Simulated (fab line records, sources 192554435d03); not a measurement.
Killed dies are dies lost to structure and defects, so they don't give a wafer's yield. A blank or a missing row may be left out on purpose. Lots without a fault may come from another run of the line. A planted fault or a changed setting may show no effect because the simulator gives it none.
A struck lot beside a sound one | flow n5_finfet | 37 steps out of a route of 1938
Sound: wafers L588.1, L588.4, L588.6. Struck: wafers L591.1, L591.5, L591.6. The cause comes at the end.
At each step with rows: each side's tool, then ch and its chambers, then its first start. Under that, the readings that differ: sound wafers | struck wafers | difference of the means | sigmas: that difference in standard deviations of wafers without a fault.
alike: readings whose means differ by less than 2 such deviations, and words and numbers that are the same on both sides. not compared: withheld readings, readings that some wafer has no value for, bounds like >300 that may hide the same value, and numbers for which the record gives no deviation and whose values overlap.
The two part at a step that has a row with sigmas, a row that says differs or no value, or rows on one side only. Numbers that don't overlap but have no deviation are shown without sigmas and don't part them. A reading that every wafer of one side lacks parts them only if that side has two wafers or more.

first, 10 steps without rows for these wafers: N5_DUMMY_GATE_ETCH_44 (etches poly-Si in HBr/O2, stops on SiO2, target depth 127.5 nm); N5_DUMMY_GATE_ETCH_42 (etches SiO2 in CHF3/O2, target depth 3.5 nm, time 31 s); N5_DUMMY_GATE_STRIP_48 (strips in N2/H2, time 20 s); N5_DUMMY_GATE_PRECLEAN_33 (cleans in dHF, time 10 s); N5_DUMMY_GATE_PRECLEAN_25 (cleans in O3/DIW, time 45 s); N5_DUMMY_GATE_PRECLEAN_51 (cleans in SC2, time 45 s); N5_DUMMY_GATE_SRD_26 (time 30 s); N5_DUMMY_GATE_UV_OZONE_45 (time 120 s); N5_SPACER0_ALD_07 (deposits SiNx, target thk 2 nm); N5_SPACER0_ALD_00 (deposits SiOCN, target thk 3.5 nm, pulse time 3 s, purge time 2 s).
N5_SPACER0_ALD_08: deposits SiNx, target thk 2 nm.
  sound on ald_sin-01 ch 2,3, day 5 00:50; struck on ald_sin-01 ch 0,1,2, day 5 17:21
  no value came back on the struck wafers for chamber_pressure_Torr (Torr), heater_power_outer_w (W), heater_power_w (W); on the sound wafers chamber_pressure_Torr (Torr) reads 2.007 2.005 2.001
then, 24 steps without rows for these wafers: N5_SD_EPI_N_COAT_32 (time 60 s, resist thk 350 nm); N5_SD_EPI_N_COAT_33 (time 60 s, resist thk 35 nm); N5_SD_EPI_N_COAT_03 (resist thk 150 nm); N5_SD_EPI_N_EBR_05; N5_SD_EPI_N_SOFTBAKE_04 (time 60 s); N5_SD_EPI_N_EXPOSE_06 (exposes mask SD N BLK, target cd 120 nm); N5_SD_EPI_N_PEB_07 (peb time 60 s); N5_SD_EPI_N_DEVELOP_08 (develop time 30 s); N5_SD_EPI_N_DESCUM_14 (chemistry O2, time 7.9 s); N5_SD_EPI_N_ETCH_34 (etches SiARC in CF4, target depth 45.5 nm, time 75.8 s); N5_SD_EPI_N_ETCH_35 (etches SOC in N2/H2, overetch 108 nm, time 486 s); N5_SD_EPI_N_STRIP_36 (strips in N2/H2); N5_SD_EPI_N_ETCHBACK_44 (etches SiNx in CH3F/O2, stops on SiO2, target depth 14.5 nm); N5_SD_EPI_N_ETCH_45 (etches SiOCN in CH3F/O2, target depth 6 nm); N5_SD_EPI_N_ETCH_16 (etches SiO2 in CHF3/O2, target depth 5 nm); N5_SD_EPI_N_STRIP_47 (strips in CHF3/O2); N5_SD_EPI_N_SD_RECESS_17 (chemistry HBr/Cl2/O2, target depth 41 nm, time 23.7 s, bt time 3 s); N5_SD_EPI_N_STRIP_38 (strips in N2/H2); N5_SD_EPI_N_WET_ETCH_43 (etches SiO2 in dHF, time 14 s, target depth 1.5 nm); N5_SD_EPI_N_STRIP_18 (strips in SPM, time 750 s); N5_SD_EPI_N_SRD_20 (time 30 s); N5_SD_EPI_N_PRECLEAN_48 (cleans in NF3:NH3, afs cycles 2, time 20 s, sublimation time 60 s); N5_SD_EPI_N_VAPOR_ETCH_50 (etches Si in HCl, time 54 s); N5_SD_EPI_N_EPI_21 (deposits Si:P, time 690 s).
-- the record jumps here: 6 days lie between the struck wafers' starts before and after (it left off in module SD_EPI_N and takes up again in module BEOL_M4, whose first step shown is number 1111 of the route) --
N5_BEOL_M4_RC_MEAS_101:
  sound on prober-02 ch 0, day 11 14:39; struck on prober-01 ch 0, day 11 14:42
  reading             | sound                      | struck                     | difference | sigmas
  DIBL_N (mV/V)       | 36.8 35.0 35.5             | 50.1 52.6 49.3             | +14.9      | +11
  DIBL_P (mV/V)       | 36.3 33.9 34.7             | 48.2 49.7 48.6             | +13.9      | +10
  IOFF_N (nA/um)      | 0.165 0.125 0.141          | 0.656 0.860 0.591          | +0.559     | +24
  IOFF_N_85C (nA/um)  | 3.2 2.6 2.9                | 10.0 12.6 9.2              | +7.7       | +20
  IOFF_N_LIN (nA/um)  | 0.077 0.061 0.068          | 0.219 0.260 0.204          | +0.159     | +18
  IOFF_N_LONG (nA/um) | 5.77e-05 5.71e-05 5.74e-05 | 6.53e-05 6.58e-05 6.48e-05 | +7.90e-06  | +3
  IOFF_P (nA/um)      | 0.234 0.193 0.202          | 0.982 1.039 1.001          | +0.798     | +28
  IOFF_P_85C (nA/um)  | 4.1 3.4 3.6                | 13.3 13.9 13.3             | +9.8       | +23
  IOFF_P_LIN (nA/um)  | 0.113 0.098 0.102          | 0.372 0.381 0.370          | +0.270     | +22
  ION_N (uA/um)       | 671 664 676                | 770 781 756                | +99        | +11
  ION_P (uA/um)       | 467 457 466                | 536 534 531                | +70        | +11
  REXT_N (ohm.um)     | 78.4 79.2 79.2             | 63.6 62.8 64.3             | -15.4      | -11
  REXT_P (ohm.um)     | 102.2 102.6 103.3          | 82.5 83.1 82.8             | -19.9      | -8
  SS_N (mV/dec)       | 71.4 71.2 71.0             | 74.4 74.9 73.5             | +3.1       | +6
  SS_P (mV/dec)       | 73.5 72.1 72.3             | 75.1 76.1 75.6             | +3.0       | +5
  VT_N (mV)           | 247.1 252.8 249.9          | 227.0 224.0 229.8          | -23.0      | -8
  VT_N_LVT (mV)       | 98.4 105.0 100.8           | 77.7 75.1 79.8             | -23.9      | -9
  VT_P (mV)           | -247 -247 -247             | -218 -220 -219             | +28        | +9
  VT_P_LVT (mV)       | -96.3 -99.2 -98.8          | -71.5 -71.5 -72.5          | +26.3      | +10
-- the record jumps here: 4 days lie between the struck wafers' starts before and after (it left off in module BEOL_M4 and takes up again in module PASSIVATION, whose first step shown is number 1936 of the route) --
N5_PASSIVATION_PROBE_49:
  sound on prober-02, day 15 17:40; struck on prober-01, day 15 17:24
  reading                | sound          | struck            | difference | sigmas
  sort_bin_4_leakage (%) | 0 0 0          | 94.58 93.73 92.20 | +93.50     |
  sort_n_pass            | 1119 1096 1097 | 2 0 3             | -1102      | -61
  sort_yield_pct (%)     | 94.8 92.9 93.0 | 0.2 0 0.3         | -93.4      | -58
  alike: defect_limited_yield, killed_at_M0_to_M3, killed_at_M4_up, killed_at_contacts, killed_at_front_end, killed_at_other, killed_dies, killed_open, killed_short, sort_bin_5_function, sort_bin_6_memory

WHERE THEY PART
First at N5_SPACER0_ALD_08; last, within this record, at N5_PASSIVATION_PROBE_49.

WHY: what the simulator had put in
Skipped step whole: ald_sin-01, from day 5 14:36 on, at N5_SPACER0_ALD_08. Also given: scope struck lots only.
